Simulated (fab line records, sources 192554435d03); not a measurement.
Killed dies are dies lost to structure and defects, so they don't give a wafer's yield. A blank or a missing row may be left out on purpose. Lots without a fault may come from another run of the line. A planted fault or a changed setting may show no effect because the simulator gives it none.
fab line records | flow n5_finfet | part 2 of 2: steps 21 to 31 of 31
record lots=5 wafers=15 last_day=18
route steps=1938 shown SD_EPI_N@294 SD_EPI_P@295
lots that met no fault: from a run of the same line without faults
start_h: hours from the record's first day to the start of the lot's first wafer shown | wait_h: hours since the lot's step before | " the same as in the row above | L1.1+2: a row that stands for several wafers | - no value, or no start given | * or withheld: withheld | < > ~ a bound
route shown NAME@n: a module of which the file shows steps, and the number in the route of the first | usual: mean/standard deviation of fault-free wafers | same: alike in all rows | chamber/n: place in a boat | sites: the reading at each site | _std_site: their standard deviation | _edge_site: outer sites' mean less inner sites' | radius_mm: how far each site lies from the wafer's centre | mask NAME#n: copy n | behind: the tool/chamber that last shaped the wafer | hold: why the lot was held/for how many hours/how that ended | device: the transistor (n, p or np) that didn't switch | end of line: the same wafers' tests at the end of the route | a step without rows: its recipe alone | killed: dies lost to structure and defects at the first sort, not the wafer's yield | map: a wafer's dies, x killed, . not, _ none there
set.NAME: the setting as run; set.NAME@STEP: as run at that earlier step | model.NAME: the simulator's own value behind a step, which no gauge read
lots at some steps of the route; a table a step, a row a wafer
services: from which hour (start_h, from the record's first day; less than 0 if before it) a tool's chamber was out of use, for how many hours, and why
## steps
# step N5_SD_EPI_P_SD_RECESS_17
# recipe chemistry=HBr/Cl2/O2 target_depth_a=391 bt_time_s=3 pressure_mtorr=10 icp_w=800 bias_w=112 HBr_flow_sccm=150 Cl2_flow_sccm=80 O2_flow_sccm=12
# usual drypump_motor_current_A=5.9/0.39 oes_product_au=1.002/0.013 throttle_valve_pct=36.9/0.33
# columns lot.wafer tool chamber start_h wait_h drypump_motor_current_A oes_product_au rf_hours_counter_h throttle_valve_pct
L082.2 rie_si-03 2 112.14 0.0 5.7 0.994 2 37.1
L082.3 " 0 " " 5.6 0.990 167 37.2
L082.4 " 1 " " 6.4 1.010 32 36.8
L088.3 rie_si-03 0 137.68 0.0 5.6 0.999 167 37.2
L088.4 " 3 " " 5.3 0.980 - 37.3
L088.6 " 0 " " 5.6 1.000 - 37.2
L092.2 rie_si-03 1 164.74 0.0 6.4 1.005 33 36.8
L092.3 " 0 " " 5.6 0.993 168 37.2
L092.5 " 1 " " 6.4 1.010 - 36.8
L094.3 rie_si-05 3 177.33 0.0 5.6 1.002 46 36.8
L094.4 " 3 " " 5.7 1.020 - 36.8
L094.6 " 0 " " 6.4 1.023 - 36.2
L097.2 rie_si-06 0 195.62 0.0 5.9 0.999 83 36.8
L097.4 " 3 " " 5.5 1.002 168 36.9
L097.6 " 0 " " 6.0 1.002 - 36.8
# step N5_SD_EPI_P_WET_ETCH_45
# recipe chemistry=dHF dilution=withheld time_s=10.7 target=SiO2 target_depth_a=20 temp_c=25 dry=ipa_marangoni rinse_time_s=30 rinse_temp_c=23
# columns lot.wafer tool chamber start_h wait_h
L082.2+3+4 wet_bench-02 3,1,7 112.24 0.1
L088.3+4+6 wet_bench-02 5,0,7 137.77 0.1
L092.2+3+5 wet_bench-05 3,5,7 164.83 0.1
L094.3+4+6 wet_bench-03 0,3,7 177.43 0.1
L097.2+4+6 wet_bench-02 6,0,2 195.71 0.1
# step N5_SD_EPI_P_STRIP_40
# recipe chemistry=N2/H2 power_w=1000 temp_c=250 h2_frac=0.65 overash_fraction=0.3 pressure_mtorr=withheld n2_flow_sccm=1750 h2_flow_sccm=3250
# usual drypump_motor_current_A=5.61/0.25 heater_power_w=362/31 oes_product_au=0.761/0.011
# columns lot.wafer tool chamber start_h wait_h drypump_motor_current_A heater_power_w oes_product_au rf_hours_counter_h
L082.2 plasma_asher-01 0 112.29 0.0 5.85 381 0.738 43
L082.3 " 0 " " 5.83 367 0.760 -
L082.4 " 1 " " 5.53 387 0.774 -
L088.3 plasma_asher-02 1 137.84 0.0 5.79 374 0.776 -
L088.4 " 0 " " 5.20 299 0.754 -
L088.6 " 0 " " 5.20 311 0.747 -
L092.2 plasma_asher-02 1 164.89 0.0 5.83 366 0.761 110
L092.3 " 1 " " 5.84 366 0.748 -
L092.5 " 1 " " 5.82 371 0.761 -
L094.3 plasma_asher-01 1 177.50 0.0 5.53 386 0.752 -
L094.4 " 0 " " 5.86 380 0.757 -
L094.6 " 1 " " 5.51 388 0.777 -
L097.2 plasma_asher-01 1 195.76 0.0 5.57 389 0.772 58
L097.4 " 0 " " 5.85 379 0.776 -
L097.6 " 0 " " 5.86 366 0.758 -
# step N5_SD_EPI_P_PRECLEAN_52
# recipe chemistry=O3/DIW time_s=60 temp_c=22 o3_ppm=10
# columns lot.wafer tool chamber start_h wait_h
L082.2+3+4 wet_bench-05 2,0,7 112.37 -
L088.3+4+6 wet_bench-03 4,0,7 137.91 -
L092.2+3+5 wet_bench-03 1,2,4 164.97 -
L094.3+4+6 wet_bench-05 2,6,1 177.57 -
L097.2+4+6 wet_bench-05 6,5,0 195.85 -
# step N5_SD_EPI_P_SRD_20
# recipe dry=ipa_marangoni do_ppb=5 time_s=30 temp_c=23 rinse_liquid=diw
# columns lot.wafer tool chamber start_h wait_h
L082.2+3+4 wet_bench-05 2,0,7 112.39 0.0
L088.3+4+6 wet_bench-03 4,0,7 137.93 0.0
L092.2+3+5 wet_bench-03 1,2,4 164.99 0.0
L094.3+4+6 wet_bench-05 2,6,1 177.59 0.0
L097.2+4+6 wet_bench-05 6,5,0 195.87 0.0
# step N5_SD_EPI_P_PRECLEAN_51
# recipe chemistry=NF3:NH3 afs_cycles=1 temp_c=30 time_s=20 sublimation_temp_c=180 sublimation_time_s=60 pressure_torr=3 rf_power_w=30
# usual sublimation_temp_c=179.98/0.14 susceptor_temp_C=29.99/0.11
# same afs_cycles=1
# columns lot.wafer tool chamber start_h wait_h sublimation_temp_c susceptor_temp_C
L082.2 epi_rpcvd-02 0 112.47 0.1 180.11 30.03
L082.3 " 0 " " 179.79 29.87
L082.4 " 0 " " 180.17 29.91
L088.3 epi_rpcvd-02 0 138.04 0.1 180.28 29.82
L088.4 " 0 " " 180.09 29.97
L088.6 " 0 " " 180.25 29.69
L092.2 epi_rpcvd-01 0 165.07 0.1 180.05 29.90
L092.3 " 0 " " 179.82 29.88
L092.5 " 0 " " 179.88 29.87
L094.3 epi_rpcvd-01 0 177.69 0.1 180.01 29.79
L094.4 " 0 " " 179.84 30.02
L094.6 " 0 " " 180.01 29.98
L097.2 epi_rpcvd-01 0 195.95 0.1 180.04 29.96
L097.4 " 0 " " 180.17 30.02
L097.6 " 0 " " 179.90 29.80
# step N5_SD_EPI_P_VAPOR_ETCH_44
# recipe chemistry=NF3/Ar target=SiGe30 temp_c=25 time_s=3.3 mode=isotropic
# usual susceptor_temp_C=24.99/0.12
# columns lot.wafer tool chamber start_h wait_h susceptor_temp_C
L082.2 epi_rpcvd-02 0 112.65 0.1 24.96
L082.3 " 0 " " 24.86
L082.4 " 0 " " 24.98
L088.3 epi_rpcvd-02 0 138.22 0.1 25.03
L088.4 " 0 " " 24.85
L088.6 " 0 " " 24.97
L092.2 epi_rpcvd-01 0 165.25 0.1 25.11
L092.3 " 0 " " 25.27
L092.5 " 0 " " 25.23
L094.3 epi_rpcvd-01 0 177.87 0.1 24.82
L094.4 " 0 " " 24.86
L094.6 " 0 " " 24.72
L097.2 epi_rpcvd-01 0 196.13 0.1 24.99
L097.4 " 0 " " 25.02
L097.6 " 0 " " 25.11
# step N5_SD_EPI_P_EPI_21
# recipe material=SiGe:B dopant=B temp_c=550 pressure_torr=20 ambient=H2 time_s=355
# usual susceptor_temp_C=550.01/0.28
# columns lot.wafer tool chamber start_h wait_h susceptor_temp_C
L082.2 epi_rpcvd-02 0 113.16 0.5 549.73
L082.3 " 0 " " 549.55
L082.4 " 0 " " 549.58
L088.3 epi_rpcvd-02 0 139.06 0.8 550.06
L088.4 " 0 " " 549.87
L088.6 " 0 " " 550.41
L092.2 epi_rpcvd-01 0 165.76 0.5 550.00
L092.3 " 0 " " 550.03
L092.5 " 0 " " 549.76
L094.3 epi_rpcvd-01 0 178.71 0.8 550.10
L094.4 " 0 " " 550.23
L094.6 " 0 " " 550.57
L097.2 epi_rpcvd-01 0 196.64 0.5 549.85
L097.4 " 0 " " 550.23
L097.6 " 0 " " 550.16
# step N5_SD_EPI_P_EPI_MEAS_23
# recipe mode=xrd
# usual thk_nm=60.8/1.2
# columns lot.wafer tool chamber start_h wait_h thk_nm
L082.2 film_metro-02 - 115.00 1.5 60.6
L082.3 " - " " 58.6
L082.4 " - " " 60.1
L088.3 film_metro-01 - 140.54 1.1 59.7
L088.4 " - " " 60.8
L088.6 " - " " 59.8
L092.2 film_metro-02 - 167.62 1.5 61.2
L092.3 " - " " 60.9
L092.5 " - " " 61.0
L094.3 film_metro-02 - 180.19 1.1 62.1
L094.4 " - " " 61.2
L094.6 " - " " 60.9
L097.2 film_metro-01 - 198.47 1.5 61.5
L097.4 " - " " 61.0
L097.6 " - " " 62.0
# step N5_SD_EPI_P_HM_STRIP_48
# recipe chemistry=H3PO4 temp_c=160 material=SiNx target=SiNx target_depth_a=30 overetch_fraction=0.3
# columns lot.wafer tool chamber start_h wait_h
L082.2+3+4 wet_bench-03 2,5,3 115.03 0.0
L088.3+4+6 wet_bench-03 5,6,2 140.57 0.0
L092.2+3+5 wet_bench-05 6,0,7 167.65 0.0
L094.3+4+6 wet_bench-03 2,4,1 180.23 0.0
L097.2+4+6 wet_bench-02 0,2,6 198.51 0.0
# step N5_SD_EPI_P_SRD_49
# recipe dry=ipa_marangoni time_s=30 temp_c=23 rinse_liquid=diw
# columns lot.wafer tool chamber start_h wait_h
L082.2+3+4 wet_bench-03 2,5,3 115.08 0.0
L088.3+4+6 wet_bench-03 5,6,2 140.62 0.0
L092.2+3+5 wet_bench-05 6,0,7 167.70 0.0
L094.3+4+6 wet_bench-03 2,4,1 180.28 0.0
L097.2+4+6 wet_bench-02 0,2,6 198.56 0.0
## services
# columns tool chamber start_h hours kind
arfi_scanner-02 - 88.39 0.9 repair
arfi_scanner-03 - 89.44 1.0 pm
rie_si-05 0 91.17 9.4 repair
rie_diel-03 3 101.29 10.9 repair
arfi_scanner-02 - 102.58 0.8 pm
arfi_scanner-03 - 105.83 1.3 pm
rie_diel-01 - 109.57 5.3 repair
wet_bench-05 - 119.04 7.0 repair
rie_diel-01 1 126.45 15.1 repair
arfi_scanner-02 - 129.89 1.4 repair
wet_bench-02 - 130.65 1.1 repair
rie_si-03 2 137.33 9.0 repair
rie_diel-03 3 146.00 3.7 repair
epi_rpcvd-01 - 149.93 14.6 pm
arfi_scanner-03 - 155.94 1.5 repair
rie_diel-02 0 156.91 - clean
rie_diel-02 0 156.91 - consumable_replace:focus_ring
rie_diel-02 0 156.91 15.5 scheduled_down
rie_diel-02 0 156.91 15.5 vent_cycle
rie_diel-03 2 173.35 - clean
arfi_scanner-02 - 175.75 1.3 pm
rie_si-06 2 176.00 10.6 repair
plasma_asher-02 - 176.13 1.0 repair
rie_diel-01 1 197.73 6.1 repair
